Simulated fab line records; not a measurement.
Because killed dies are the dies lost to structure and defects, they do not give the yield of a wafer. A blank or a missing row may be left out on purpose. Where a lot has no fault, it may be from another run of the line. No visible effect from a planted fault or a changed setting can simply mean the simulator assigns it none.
One fault seen from 3 desks    flow n5_finfet    each desk has only its own numbers; what lay behind them comes last

THE DEFECT DESK
Per lot, the means of the sampled wafers with a number show what the inspections along the route counted. A lot is out of limits, marked OUT, if its mean lies more than 4 standard deviations from the usual mean; the brackets give that distance.
Columns: A = raw_defect_count at N5_FIN_CUT_INSPECT_17, usual 219
lot   first seen here  A
L771  day 2 03:45      199
L772  day 2 10:44      208
L773  day 2 15:32      199
L774  day 2 23:19      201
L775  day 3 04:26      178
L776  day 3 09:58      298
L777  day 3 17:26      190
L779  day 4 04:43      210
L784  day 5 13:44      206
L786  day 5 21:53      218
L791  day 7 03:45      255
L792  day 7 10:19      205
L794  day 7 22:13      207
This desk's verdict: no lot among the 13 shows anything out of limits.

AT THE TOOL OWNER'S DESK: vapor_etch-01
The tool's own readings at N5_STI_FIN_REVEAL_RECESS_09 (chemistry HF/NH3, target SiO2, afs cycles 11, target depth 42.5 nm, sublimation time 60 s): means of the sampled wafers that have a number, for each lot that ran on this tool. A lot is out of limits, marked OUT, if its mean lies more than 4 standard deviations from the usual mean; the brackets give that distance.
Columns: A = drypump_motor_current_A at N5_STI_FIN_REVEAL_RECESS_09, usual 6.15 A
lot   first seen here  A
L772  day 2 18:32      5.88
L773  day 2 21:44      5.89
L776  day 3 16:47      5.88
L777  day 3 23:59      5.88
L784  day 5 20:11      5.90
L786  day 6 03:48      5.89
This desk's verdict: no lot among the 6 shows anything out of limits.

AT THE METROLOGY DESK
Lot by lot, what the gauges showed, no matter which tool ran the lot: averages of those sampled wafers that carry a number. A lot is out of limits, marked OUT, if its mean lies more than 4 standard deviations from the usual mean; the brackets give that distance.
Columns: A = trench_depth_nm at N5_STI_FIN_REVEAL_FIN_H_MEAS_10, usual 52.3 nm
lot   first seen here  A
L771  day 2 12:47      52.2
L772  day 2 21:15      52.5
L773  day 3 00:26      52.4
L774  day 3 08:04      52.8
L775  day 3 13:05      52.5
L776  day 3 19:29      52.2
L777  day 4 02:09      52.1
L779  day 4 13:22      52.3
L784  day 5 22:22      48.1 (-5.4) OUT
L786  day 6 06:31      49.9
L791  day 7 12:38      52.6
L792  day 7 19:10      52.4
L794  day 8 07:07      52.0
Finding of this desk: L784 out of limits; the first was L784 at day 5 22:22, on trench_depth_nm at N5_STI_FIN_REVEAL_FIN_H_MEAS_10. In limits: L771, L772, L773, L774, L775, L776, L777, L779, L786, L791, L792, L794.

PUT TOGETHER
An alarm was possible from the metrology desk at day 5 22:22, on L784.
Nothing out of limits was seen by the defect desk.
The desk of the tool owner found nothing out of limits.
The defect desk has L784 on record, within its limits.
Tool owner's desk: L784 on record, inside its limits.
N5_STI_FIN_REVEAL_RECESS_09 was run on vapor_etch-01 by each of the lots named.

WHAT WAS PUT IN BY THE SIMULATOR
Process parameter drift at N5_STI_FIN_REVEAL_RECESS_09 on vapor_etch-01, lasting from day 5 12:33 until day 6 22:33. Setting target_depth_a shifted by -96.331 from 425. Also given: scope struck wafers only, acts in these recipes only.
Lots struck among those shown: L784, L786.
Time in hours between the start of the fault and the first out-of-limits reading at each desk: metrology desk, 10.
